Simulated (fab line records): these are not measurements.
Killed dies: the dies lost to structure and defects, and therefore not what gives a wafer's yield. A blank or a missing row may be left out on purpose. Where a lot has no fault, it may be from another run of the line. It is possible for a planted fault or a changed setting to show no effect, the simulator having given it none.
Matching of chambers / flow nand harc / NHARC_A_DECK1_JOINT_ETCHBACK_00 on rie si-05: 4 sister chambers
The step etches the open film in HBr, target depth 30 nm, time 17.4 s. 8 wafers are shown with their chamber, then 12 later ones without.

## WAFERS WITH THEIR CHAMBER
wafer=L075.4; chamber=0; oes product au (a.u.)=1.007; throttle valve pct (%)=23.263
wafer=L083.1; chamber=0; oes product au (a.u.)=0.988; throttle valve pct (%)=23.255
wafer=L088.4; chamber=2; oes product au (a.u.)=0.987; throttle valve pct (%)=23.276
wafer=L090.1; chamber=1; oes product au (a.u.)=0.995; throttle valve pct (%)=23.276
wafer=L090.6; chamber=3; oes product au (a.u.)=1.010; throttle valve pct (%)=23.260
wafer=L092.3; chamber=2; oes product au (a.u.)=0.997; throttle valve pct (%)=23.252
wafer=L092.4; chamber=3; oes product au (a.u.)=1.015; throttle valve pct (%)=23.261
wafer=L092.6; chamber=1; oes product au (a.u.)=1.004; throttle valve pct (%)=23.271

## WAFERS WITHOUT THEIR CHAMBER
wafer=L093.2; oes product au (a.u.)=0.999; throttle valve pct (%)=23.276
wafer=L093.4; oes product au (a.u.)=0.991; throttle valve pct (%)=23.274
wafer=L093.5; oes product au (a.u.)=0.984; throttle valve pct (%)=23.267
wafer=L094.1; oes product au (a.u.)=1.008; throttle valve pct (%)=23.271
wafer=L094.3; oes product au (a.u.)=1.012; throttle valve pct (%)=23.271
wafer=L094.4; oes product au (a.u.)=0.989; throttle valve pct (%)=23.270
wafer=L096.1; oes product au (a.u.)=1.015; throttle valve pct (%)=23.274
wafer=L096.3; oes product au (a.u.)=0.997; throttle valve pct (%)=23.258
wafer=L096.6; oes product au (a.u.)=0.993; throttle valve pct (%)=23.281
wafer=L097.1; oes product au (a.u.)=0.993; throttle valve pct (%)=23.268
wafer=L097.2; oes product au (a.u.)=1.002; throttle valve pct (%)=23.267
wafer=L097.5; oes product au (a.u.)=0.991; throttle valve pct (%)=23.253

## WHICH CHAMBER EACH WENT THROUGH
wafer=L093.2; from the rows above=can't be placed: 1 or 2 or 0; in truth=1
wafer=L093.4; from the rows above=can't be placed: 1 or 2 or 0 or 3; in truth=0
wafer=L093.5; from the rows above=can't be placed: 2 or 0 or 1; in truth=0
wafer=L094.1; from the rows above=can't be placed: 1 or 3 or 0 or 2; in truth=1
wafer=L094.3; from the rows above=can't be placed: 3 or 1 or 0 or 2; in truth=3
wafer=L094.4; from the rows above=can't be placed: 2 or 1 or 0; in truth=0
wafer=L096.1; from the rows above=can't be placed: 3 or 1 or 0 or 2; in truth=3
wafer=L096.3; from the rows above=can't be placed: 0 or 2 or 1 or 3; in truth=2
wafer=L096.6; from the rows above=can't be placed: 1 or 2 or 0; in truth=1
wafer=L097.1; from the rows above=can't be placed: 2 or 1 or 0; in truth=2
wafer=L097.2; from the rows above=can't be placed: 1 or 0 or 2 or 3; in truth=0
wafer=L097.5; from the rows above=can't be placed: 0 or 2 or 1 or 3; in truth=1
Correctly placed: 0 of 12. Not placeable from these rows: 12 (in 12, the candidates include the true chamber). Placed wrongly: 0.
How it was worked out, from the rows above alone: a wafer's distance from a chamber is the root of the sum, over the readings, of the square of ((its reading less the chamber's mean) divided by the reading's scatter). The wafer belongs to the nearest chamber; if the next one is less than 2 further off, it can't be placed. A chamber's mean is the mean of its shown wafers. The scatter: take each reading less its chamber's mean, square it, sum over the shown wafers, divide by the number of wafers less the number of chambers, and take the root.
